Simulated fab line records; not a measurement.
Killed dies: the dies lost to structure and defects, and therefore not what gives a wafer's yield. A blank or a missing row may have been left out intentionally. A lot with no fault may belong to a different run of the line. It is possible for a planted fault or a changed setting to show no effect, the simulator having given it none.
Struck lot and sound lot, side by side -- flow n5 finfet -- 21 out of 1938 route steps
Sound: wafers L696.2, L696.4, L696.5. Struck: wafer L684.4 (left out: L684.1, a lot-mate that was not struck); the cause follows at the end.
Each step with rows lists, per side, the tool, then ch with its chambers, then its first start. Under that, the readings that differ: sound wafers -- struck wafers -- difference of the means -- sigmas: that difference in standard deviations of wafers without a fault.
alike: a reading whose means differ by less than 2 such deviations, as well as words and numbers matching on both sides. not compared: withheld readings; readings where some wafer has no value; bounds like >300 that might hide an equal value; numbers whose values overlap and for which the record gives no deviation.
A row with sigmas, a row that says differs or no value, or rows on one side alone: a step with any of these is where the two part. Numbers that don't overlap but have no deviation are shown without sigmas and don't part them. A reading missing from all wafers of one side parts the sides only when that side holds two or more wafers.

first, 9 steps without rows for these wafers: N5_BEOL_M0_SAQP_EBR_10; N5_BEOL_M0_SAQP_SOFTBAKE_09 (time 60 s); N5_BEOL_M0_SAQP_EXPOSE_11 (exposes mask M0 CORE, target cd 42 nm); N5_BEOL_M0_SAQP_PEB_12 (peb time 60 s); N5_BEOL_M0_SAQP_DEVELOP_13 (develop time 30 s); N5_BEOL_M0_SAQP_DESCUM_19 (chemistry O2, time 7.9 s); N5_BEOL_M0_SAQP_ETCH_83 (etches SiARC in CF4, target depth 39 nm, time 65 s); N5_BEOL_M0_SAQP_ETCH_84 (etches SOC in N2/H2, target depth 100 nm, overetch 20 nm, time 150 s); N5_BEOL_M0_SAQP_STRIP_80 (strips in N2/H2).
N5_BEOL_M0_SAQP_HM_OPEN_112: chemistry CHF3/O2, target SiO2, stops on a-Si, target depth 12 nm, time 13.5 s.
  sound on rie diel-01 ch 0,3, day 10 20:56; struck on rie diel-01 ch 1, day 7 15:22
reading,sound,struck,difference,sigmas
oes product au (a.u.),0.61 0.61 0.55,0.46,-0.13,-2
model.SiARC_of_BEOL_M0_SAQP_COAT_82.thk nm (nm),5.8 5.8 5.4,0,-6,
model.SOC_of_BEOL_M0_SAQP_COAT_81.thk nm (nm),100.2 100.2 100.2,97.8,-2.4,
model.a-Si_of_BEOL_M0_SAQP_PECVD_04.thk nm (nm),59.6 60.2 60.6,58,-2,
  alike: chamber pressure mTorr, drypump motor current A, rf vpp V, showerhead plenum p Torr, throttle valve pct
  not compared: rf hours counter h
then, 1 step without rows for these wafers: N5_BEOL_M0_SAQP_STRIP_113 (strips in CHF3/O2).
N5_BEOL_M0_SAQP_MANDREL_ETCH_20: etches a-Si in HBr/Cl2, stops on SiNx, target depth 60 nm, bt time 10 s, time 30 s.
  sound on rie si-01 ch 0,1,3, day 10 21:01; struck on rie si-03 ch 1, day 7 15:27
reading,sound,struck,difference,sigmas
he backside leak sccm (sccm),2.5 3.1 2.7,4.5,+1.7,+5
model.SOC_of_BEOL_M0_SAQP_COAT_81.thk nm (nm),76.8 76.4 76,73.4,-3.0,
model.etch.depth nm (nm),59.56 60.27 60.56,58.03,-2.10,
  alike: chamber pressure mTorr, drypump motor current A, oes product au, throttle valve pct
  not compared: rf hours counter h
then, 5 steps without rows for these wafers: N5_BEOL_M0_SAQP_STRIP_86 (strips in N2/H2); N5_BEOL_M0_SAQP_STRIP_115 (strips in post etch residue remover, time 60 s); N5_BEOL_M0_SAQP_SRD_93 (time 30 s); N5_BEOL_M0_SAQP_RECESS_114 (chemistry HF/NH3, target SiO2, target depth 14.4 nm, afs cycles 3, sublimation time 60 s); N5_BEOL_M0_SAQP_SPACER1_ALD_98 (deposits SiO2, target thk 12.8 nm, pulse time 1 s, purge time 2 s).
N5_BEOL_M0_SAQP_SPACER1_ETCHBACK_99: etches SiO2 in CHF3/O2, target depth 15.4 nm, time 7.7 s.
  sound on rie diel-05 ch 0,2, day 10 22:26; struck on rie diel-06 ch 0, day 7 16:32
reading,sound,struck,difference,sigmas
chamber pressure mTorr (mTorr),30.03 30.01 30.00,29.92,-0.09,-3
model.a-Si_of_BEOL_M0_SAQP_PECVD_04.thk nm (nm),59 59.6 60,57.4,-2.1,
  alike: drypump motor current A, oes product au, rf vpp V, showerhead plenum p Torr, throttle valve pct
  not compared: rf hours counter h
then, 1 step without rows for these wafers: N5_BEOL_M0_SAQP_MANDREL1_REMOVE_100 (chemistry HBr/Cl2/O2, target a-Si, stops on SiNx, bt time 10 s).
-- record jumps: 4 days separate the struck wafers' starts on either side; left off in module BEOL_M0_SAQP, taken up again in module BEOL_M4, whose first shown step is the route's number 1111 --
N5_BEOL_M4_RC_MEAS_101:
  sound on prober-02 ch 0, day 15 20:36; struck on prober-02 ch 0, day 11 08:55
  alike: DIBL_N, DIBL_P, IOFF_N, IOFF_P, ION_N, ION_P, SS_N, SS_P, VT_N, VT_P
-- a jump in the record: the struck wafers' starts before and after are 5 days apart (it breaks off in module BEOL_M4 and resumes in module PASSIVATION, where the first step shown is number 1936 of the route) --
N5_PASSIVATION_PROBE_49:
  only the struck wafers here have rows in the record (prober-01, day 16 00:44); the sound ones have none

WHERE THEY PART
Last at N5_PASSIVATION_PROBE_49 as far as this record goes, first at N5_BEOL_M0_SAQP_HM_OPEN_112.

WHY: what the simulator had put in
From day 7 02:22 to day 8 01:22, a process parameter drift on rie diel-01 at N5_BEOL_M0_SAQP_HM_OPEN_112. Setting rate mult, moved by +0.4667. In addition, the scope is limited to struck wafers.
